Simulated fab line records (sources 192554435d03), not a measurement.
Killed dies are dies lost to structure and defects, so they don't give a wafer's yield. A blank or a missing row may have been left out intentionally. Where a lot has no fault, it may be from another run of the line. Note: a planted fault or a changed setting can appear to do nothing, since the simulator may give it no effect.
Chamber matching | flow n5Finfet | aldSin-03 running N5_BEOL_M0_SAQP_SPACER1_ALD_98: 4 sister chambers
The step deposits SiO2, target thk 12.8 nm, pulse time 1 s, purge time 2 s. 14 wafers are shown with their chamber, then 7 later ones without.

WAFERS WITH THEIR CHAMBER
wafer  | chamber | heaterPowerW (W) | chamberPressureTorr (Torr) | precursorPulseHeightRel
L079.4 | 2       | 542              | 2.002                      | 0.979
L079.5 | 0       | 455              | 1.993                      | 0.983
L079.6 | 3       | 438              | 1.999                      | 0.985
L082.1 | 2       | 533              | 2.006                      | 1.007
L082.5 | 1       | 423              | 1.994                      | 0.960
L082.6 | 0       | 447              | 2.007                      | 0.990
L086.1 | 3       | 432              | 1.995                      | 1.001
L086.4 | 1       | 439              | 1.996                      | 0.993
L086.5 | 1       | 442              | 2.003                      | 1.002
L087.4 | 2       | 526              | 1.994                      | 0.995
L087.5 | 2       | 547              | 2.003                      | 1.004
L087.6 | 1       | 430              | 1.991                      | 1.002
L090.1 | 1       | 432              | 1.998                      | 1.030
L090.5 | 2       | 541              | 2.004                      | 1.010

SIGNATURES, as means of the wafers listed above
reading                 | chamber 0 | chamber 1 | chamber 2 | chamber 3 | scatter within a chamber
heaterPowerW            | 451.00    | 433.20    | 537.80    | 435.00    | 7.43
chamberPressureTorr     | 2.00000   | 1.99640   | 2.00180   | 1.99700   | 0.00522
precursorPulseHeightRel | 0.98650   | 0.99740   | 0.99900   | 0.99300   | 0.0182
Rule: distance of a wafer from a chamber = root of the sum over the readings of ((wafer's reading minus chamber's mean) / reading's scatter) squared. The wafer belongs to the nearest chamber; if the next one is less than 2 further off, it can't be placed. How the scatter is found: for the shown wafers, subtract from each reading the mean of its chamber, square and add these, divide the total by (wafers less chambers), then take the root.

WAFERS MISSING THEIR CHAMBER
wafer  | heaterPowerW (W) | chamberPressureTorr (Torr) | precursorPulseHeightRel
L090.6 | 433              | 1.999                      | 0.983
L091.2 | 438              | 1.992                      | 1.002
L091.3 | 441              | 1.999                      | 1.002
L091.4 | 449              | 1.998                      | 0.993
L095.1 | 459              | 2.007                      | 1.025
L095.3 | 450              | 1.996                      | 0.990
L095.6 | 449              | 2.002                      | 0.992

CHAMBER TAKEN BY EACH
wafer  | from the rows above          | in truth
L090.6 | can't be placed: 3 or 1 or 0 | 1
L091.2 | can't be placed: 1 or 3 or 0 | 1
L091.3 | can't be placed: 3 or 1 or 0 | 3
L091.4 | can't be placed: 0 or 3 or 1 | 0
L095.1 | can't be placed: 0 or 3 or 1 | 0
L095.3 | can't be placed: 0 or 3 or 1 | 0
L095.6 | can't be placed: 0 or 3 or 1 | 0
Correct placement for 0 of the 7. Not placeable from these rows: 7 (in 7, the candidates include the true chamber). Wrongly placed: 0.
